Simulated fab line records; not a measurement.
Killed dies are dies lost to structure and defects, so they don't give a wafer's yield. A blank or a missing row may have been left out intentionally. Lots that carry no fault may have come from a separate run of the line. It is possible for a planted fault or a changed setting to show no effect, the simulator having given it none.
Chamber matching :: flow nand_harc :: 3 sister chambers for NHARC_P_M2_DEP_33 on pecvd-01
The step deposits SiCN, target thk 30 nm. 3 wafers are shown with their chamber, then 12 later ones without.

WAFERS PAIRED WITH THEIR CHAMBERS
wafer: L088.3
chamber: 1
heater_power_w (W): 570

wafer: L091.4
chamber: 2
heater_power_w (W): 652

wafer: L091.5
chamber: 0
heater_power_w (W): 525

WAFERS WHOSE CHAMBER IS MISSING
wafer: L094.1
heater_power_w (W): 586

wafer: L094.3
heater_power_w (W): 602

wafer: L094.6
heater_power_w (W): 596

wafer: L095.1
heater_power_w (W): 663

wafer: L095.4
heater_power_w (W): 604

wafer: L095.5
heater_power_w (W): 659

wafer: L096.2
heater_power_w (W): 612

wafer: L096.4
heater_power_w (W): 594

wafer: L096.5
heater_power_w (W): 615

wafer: L097.1
heater_power_w (W): 613

wafer: L097.3
heater_power_w (W): 567

wafer: L097.5
heater_power_w (W): 551

WHICH CHAMBER EACH WENT THROUGH
wafer: L094.1
from the rows above: can't be placed: 1 or 0 or 2
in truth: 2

wafer: L094.3
from the rows above: can't be placed: 1 or 2 or 0
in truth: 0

wafer: L094.6
from the rows above: can't be placed: 1 or 2 or 0
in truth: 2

wafer: L095.1
from the rows above: 2
in truth: 2

wafer: L095.4
from the rows above: can't be placed: 1 or 2 or 0
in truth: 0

wafer: L095.5
from the rows above: 2
in truth: 2

wafer: L096.2
from the rows above: can't be placed: 2 or 1 or 0
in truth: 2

wafer: L096.4
from the rows above: can't be placed: 1 or 2 or 0
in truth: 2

wafer: L096.5
from the rows above: can't be placed: 2 or 1 or 0
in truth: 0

wafer: L097.1
from the rows above: can't be placed: 2 or 1 or 0
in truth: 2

wafer: L097.3
from the rows above: can't be placed: 1 or 0
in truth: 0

wafer: L097.5
from the rows above: can't be placed: 1 or 0
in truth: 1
2 of 12 placed correctly. Not placeable from these rows: 10 (in 10, the candidates include the true chamber). Number placed wrongly: 0.
How it was worked out, from the rows above alone: a wafer's distance from a chamber is the root of the sum, over the readings, of the square of ((its reading less the chamber's mean) divided by the reading's scatter). The wafer belongs to the nearest chamber; if the next one is less than 2 further off, it can't be placed. The mean given for a chamber averages the wafers shown for that chamber. The scatter (one wafer shown for each chamber): square how far every hidden wafer sits from the nearest shown wafer, average those squares and take the square root.
